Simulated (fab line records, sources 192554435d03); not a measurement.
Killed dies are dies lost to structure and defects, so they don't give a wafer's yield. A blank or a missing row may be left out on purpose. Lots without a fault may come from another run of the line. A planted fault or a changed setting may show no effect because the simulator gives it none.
Split-lot experiment | flow n5_finfet | 7 lots, 21 wafers read, on a route of 1938 steps

THE SPLIT
At N5_MOL_CONTACT_COAG_EXPOSE_81 (exposes mask VG, defocus 0 nm), the setting dose_mj was moved away from the recipe's 59.5 on 5 of the 21 wafers read, by -6.4% to +2.7%. The other wafers ran this setting at the recipe's value.

FROM THE SPLIT TO THE READING: what the file shows between them, 5 steps
- N5_MOL_CONTACT_COAG_ETCH_91: etches SOC in N2/H2, target depth 60 nm, overetch 21 nm, time 101.2 s (also split here: source_w)
- N5_MOL_CONTACT_COAG_STRIP_92: strips in N2/H2
- N5_MOL_CONTACT_COAG_STRIP_93: strips in N2/H2
- N5_MOL_CONTACT_COAG_PRECLEAN_144: cleans in alkaline clean, time 60 s
- N5_MOL_CONTACT_COAG_SRD_145: time 30 s

THE READING
cd_nm, in nm, at N5_MOL_CONTACT_COAG_CD_MEAS_137 (target cd 16 nm). Fault-free wafers of this fab line usually give 15.8 nm, standard deviation 0.33 nm.

wafer  | tool, chamber at the split | dose_mj as run | against the recipe | cd_nm, nm | against lot-mates on the recipe
L077.2 | euv_scanner-01, 0          | 59.5           | recipe             | 15.8      | -
L077.3 | euv_scanner-01, 0          | 57.17          | -3.9%              | 14.6      | -1.2
L077.5 | euv_scanner-01, 0          | 57.17          | -3.9%              | 14.9      | -0.9
L080.2 | euv_scanner-02, 0          | 59.5           | recipe             | 15.4      | -
L080.4 | euv_scanner-02, 0          | 59.5           | recipe             | 15.8      | -
L080.6 | euv_scanner-02, 0          | 59.5           | recipe             | 15.7      | -
L083.3 | euv_scanner-01, 0          | 59.5           | recipe             | 16.0      | -
L083.5 | euv_scanner-01, 0          | 59.5           | recipe             | 16.0      | -
L083.6 | euv_scanner-01, 0          | 59.5           | recipe             | 16.1      | -
L090.1 | euv_scanner-01, 0          | 55.71          | -6.4%              | 14.5      | -1.4
L090.3 | euv_scanner-01, 0          | 59.5           | recipe             | 15.9      | -
L090.6 | euv_scanner-01, 0          | 59.5           | recipe             | 15.8      | -
L095.1 | euv_scanner-02, 0          | 59.5           | recipe             | 15.4      | -
L095.2 | euv_scanner-02, 0          | 59.5           | recipe             | 15.9      | -
L095.5 | euv_scanner-02, 0          | 59.5           | recipe             | 15.4      | -
L096.2 | euv_scanner-02, 0          | 59.5           | recipe             | 16.0      | -
L096.3 | euv_scanner-02, 0          | 59.5           | recipe             | 15.6      | -
L096.6 | euv_scanner-02, 0          | 59.5           | recipe             | 15.6      | -
L097.1 | euv_scanner-02, 0          | 59.5           | recipe             | 15.6      | -
L097.2 | euv_scanner-02, 0          | 61.1           | +2.7%              | 16.5      | +0.9
L097.3 | euv_scanner-02, 0          | 61.1           | +2.7%              | 16.7      | +1.1

THE FIT
A straight line over all 21 wafers: cd_nm changes by +0.24 nm for each +1% of dose_mj; r = +0.91; the points scatter about the line by 0.23 nm.
The same after taking each lot's own level away (the mean of its wafers on the recipe; 21 wafers): +0.263 nm for each +1%; r = +0.95; scatter 0.19 nm.
On that fit, the largest move of dose_mj shifts the reading by 1.7 nm.
The lots' own levels span 15.57 to 16.03 nm, that is 1.4 times the standard deviation above.
So the lot-to-lot level changes the slope little: the two slopes agree.
Check: with one of the wafers moved furthest among these (-6.4%) left out of the fit, the line predicts -1.9 nm for it against its lot-mates. It came out at -1.35 nm against them.

OTHER SPLITS ON THESE WAFERS
These wafers also went through other splits before the reading. Each is held against what the fit with the lots' levels taken away leaves over:
other split on the same wafers        | wafers away from the commonest value | r with cd_nm (lot level and that fit taken away)
N5_GATE_CUT_COAT_07 spin_rpm          | 9                                    | -0.20
N5_GATE_CUT_DESCUM_18 time_s          | 9                                    | -0.19
N5_MOL_CONTACT_COAG_ALD_27 ald_cycles | 7                                    | +0.10
N5_MOL_CONTACT_COAG_ETCH_91 source_w  | 7                                    | -0.08

THE FILE'S OWN FIT
cd_nm changes by +0.241 nm for each +1% of dose_mj, r = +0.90.
